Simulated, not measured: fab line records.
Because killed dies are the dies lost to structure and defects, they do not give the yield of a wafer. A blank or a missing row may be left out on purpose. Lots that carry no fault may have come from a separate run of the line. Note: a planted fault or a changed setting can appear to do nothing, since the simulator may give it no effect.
Problem report, 8D (eight disciplines) form, completed by code :: flow n5Finfet :: the parts of the form that need people (team, actions taken, sign-off) are left out

1. WHAT WENT WRONG
Mean of chamberPressureMTorr at N5_BEOL_M15_STRIP_63: 39.01 mTorr across 3 wafers in 2 lots; on wafers with no fault it is 30.00 mTorr (standard deviation 0.045). That is +99 or more standard deviations from the usual mean.
The step: strips in O2.
The first sign was on wafer L839.3 at day 14 16:00, on rieDiel-06. At this step, 33 wafers from 11 lots have a number in the record. By rule, "out" or "out of limits" means more than 4 standard deviations away from the usual mean. The rest of the wafers with a number are treated as sound.

2. WHAT IT IS, AND WHAT IT ISN'T
question: which readings at this step
is: chamberPressureMTorr
is not: drypumpMotorCurrentA, oesProductAu, rfVppV, showerheadPlenumPTorr, throttleValvePct

question: which lots
is: L839, L840
is not: L828, L831, L835, L844, L846, L848, L849, L850, L851

question: which wafers of those lots
is: L839.3, L840.1, L840.6
is not: L839.1, L839.5, L840.2

question: read on which tools
is: rieDiel-06
is not: rieDiel-02, rieDiel-04

question: when
is: from day 14 16:00
is not: up to then (11 sound wafers); but 19 sound wafers of L840, L844, L846, L848, L849, L850, L851 came after

3. WHAT RULES OUT EACH SUSPECT
Counting: any tool at a process step up to the reading remains a suspect provided it ran every lot that is out. Sound lots after the first of them don't rule it out here, since some wafers of a struck lot are sound.
- pvdSputter-03 at N5_BEOL_M14_DEGAS_41 (time 60 s): kept. Every lot that is out went through it, the first being L839 (day 14 13:45); the last sound lot it ran before that was L828 (day 11 17:18).
- pvdSputter-03 at N5_BEOL_M14_SPUTTER_43 (material TaN, target thk 15 nm, time 24.19 s): kept. Every lot that is out went through it, the first being L839 (day 14 13:50); the last sound lot it ran before that was L828 (day 11 17:23).
- rieDiel-06 at N5_BEOL_M15_STRIP_63 (strips in O2): kept. Every lot that is out went through it, the first being L839 (day 14 16:00); the last sound lot it ran before that was L831 (day 12 08:00). Its own chamberPressureMTorr readings are out on those wafers.
- At N5_BEOL_M15_STRIP_63, inside rieDiel-06: chamber 2 took the wafers that are out, while their sound lot-mates went through chambers 1, 3.
Left after counting: pvdSputter-03 at N5_BEOL_M14_DEGAS_41, pvdSputter-03 at N5_BEOL_M14_SPUTTER_43, rieDiel-06 at N5_BEOL_M15_STRIP_63.

4. THE CAUSE (what the simulator had put in)
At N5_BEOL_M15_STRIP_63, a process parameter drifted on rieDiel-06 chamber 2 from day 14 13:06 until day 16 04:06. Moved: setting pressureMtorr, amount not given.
3 suspects survive the count, and this tool is in that group.

5. THE CHAIN OF EFFECTS, in route order
One row per reading whose mean, taken over the struck wafers that have a number, lies over 3 standard deviations from the usual. Only readings whose record carries a usual standard deviation are examined. hours: median over the lots of the time between each lot's start at the first step of this table that gives one and its start at this step. sigmas: the change, counted in usual standard deviations.
hours: 0
step: N5_BEOL_M15_STRIP_63
reading: chamberPressureMTorr
usual: 30.00 mTorr
on struck wafers: 39.01
change: +9.01
sigmas: +99 or more
Here are the process steps it includes:
- N5_BEOL_M15_STRIP_63: strips in O2.
At these later measuring or inspecting steps, every struck wafer for which the step has a row has a number for every such reading, and none has moved that far: N5_BEOL_M15_CD_MEAS_17.

6. WHAT WOULD HAVE CAUGHT IT SOONER
First out-of-limits reading in this record: day 14 16:00, which is 3 hours after fault onset at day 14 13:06.
